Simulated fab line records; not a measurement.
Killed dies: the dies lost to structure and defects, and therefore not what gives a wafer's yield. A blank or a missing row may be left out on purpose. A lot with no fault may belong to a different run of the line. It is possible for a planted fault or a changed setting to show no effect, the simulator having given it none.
A struck lot beside a sound one	flow n5Finfet	15 out of 1938 route steps
Sound: the wafers L746.1, L746.4, L746.6. Struck: wafer L757.1. (L757.5 of the same lot was not struck and is left out.) The cause comes at the end.
At each step with rows: each side's tool, then ch and its chambers, then its first start. Under that, the readings that differ: sound wafers	struck wafers	difference of the means	sigmas: that difference in standard deviations of wafers without a fault.
alike: readings with means less than 2 such deviations apart, plus words and numbers identical on both sides. not compared: withheld readings, readings lacking a value on some wafer, bounds such as >300 that could conceal the same value, and numbers that have no deviation in the record and whose values overlap.
The two part at a step that has a row with sigmas, a row that says differs or no value, or rows on one side only. When numbers do not overlap yet have no deviation, they are printed without sigmas and do not part them. Lack of a reading on every wafer of one side parts them only where that side has two or more wafers.

first, 1 step without rows for these wafers: N5_SD_EPI_N_STRIP_47 (strips in CHF3/O2).
N5_SD_EPI_N_SD_RECESS_17: chemistry HBr/Cl2/O2, target depth 41 nm, time 23.7 s, bt time 3 s.
  sound on rieSi-04 ch 0,2,3, day 3 15:11; struck on rieSi-05 ch 1, day 6 12:28
  alike: drypumpMotorCurrentA, oes_o_777_au, oesProductAu, throttleValvePct
  not compared: rfHoursCounterH
N5_SD_EPI_N_STRIP_38: strips in N2/H2.
  sound on plasmaAsher-01 ch 1, day 3 15:17; struck on plasmaAsher-01 ch 0, day 6 12:34
  alike: drypumpMotorCurrentA, heaterPowerW, n2FlowSccm, oesProductAu, tempC
  not compared: rfHoursCounterH
then, 4 steps without rows for these wafers: N5_SD_EPI_N_WET_ETCH_43 (etches SiO2 in dHF, time 14 s, target depth 1.5 nm); N5_SD_EPI_N_STRIP_18 (strips in SPM, time 750 s); N5_SD_EPI_N_SRD_20 (time 30 s); N5_SD_EPI_N_PRECLEAN_48 (cleans in NF3:NH3, afs cycles 2, time 20 s, sublimation time 60 s).
N5_SD_EPI_N_VAPOR_ETCH_50: etches Si in HCl, time 54 s.
  sound on epiRpcvd-04 ch 0, day 3 16:07; struck on epiRpcvd-02 ch 0, day 6 13:17
  alike: throttleValvePct
then, 1 step without rows for these wafers: N5_SD_EPI_N_EPI_21 (deposits Si:P, time 690 s).
N5_SD_EPI_N_EPI_MEAS_23:
  sound on filmMetro-01, day 3 18:38; struck on filmMetro-01, day 6 15:11
reading	sound	struck	difference	sigmas
thkNm (nm)	59.1 59.5 58.9	61.6	+2.4	+2
then, 2 steps without rows for these wafers: N5_SD_EPI_N_PRECLEAN_24 (cleans in O3/DIW, time 60 s); N5_SD_EPI_N_SRD_25 (time 30 s).
N5_SD_EPI_N_PRECLEAN_49: cleans in NF3:NH3, afs cycles 1, time 20 s, sublimation time 60 s.
  sound on remotePlasma-01 ch 0, day 3 18:44; struck on remotePlasma-02 ch 1, day 6 15:18
reading	sound	struck	difference	sigmas
timeS (s)	20 20 20	26.352	+6.352	
  alike: tempC
N5_SD_EPI_N_LINER_46: material SiNx, target thk 3 nm.
  sound on aldSin-01 ch 0,1, day 3 18:59; struck on aldSin-01 ch 3, day 6 15:30
  alike: heaterPowerW
-- the record jumps here: 10 days lie between the struck wafers' starts before and after (it left off in module SD_EPI_N and takes up again in module PASSIVATION, whose first step shown is number 1936 of the route) --
N5_PASSIVATION_PROBE_49:
  rows exist in the record for the struck wafers here (prober-01, day 16 22:32), but not for the sound ones

## WHERE THEY PART
At N5_SD_EPI_N_EPI_MEAS_23 first; at N5_PASSIVATION_PROBE_49 last (within this record only).

WHY: the cause the simulator had injected
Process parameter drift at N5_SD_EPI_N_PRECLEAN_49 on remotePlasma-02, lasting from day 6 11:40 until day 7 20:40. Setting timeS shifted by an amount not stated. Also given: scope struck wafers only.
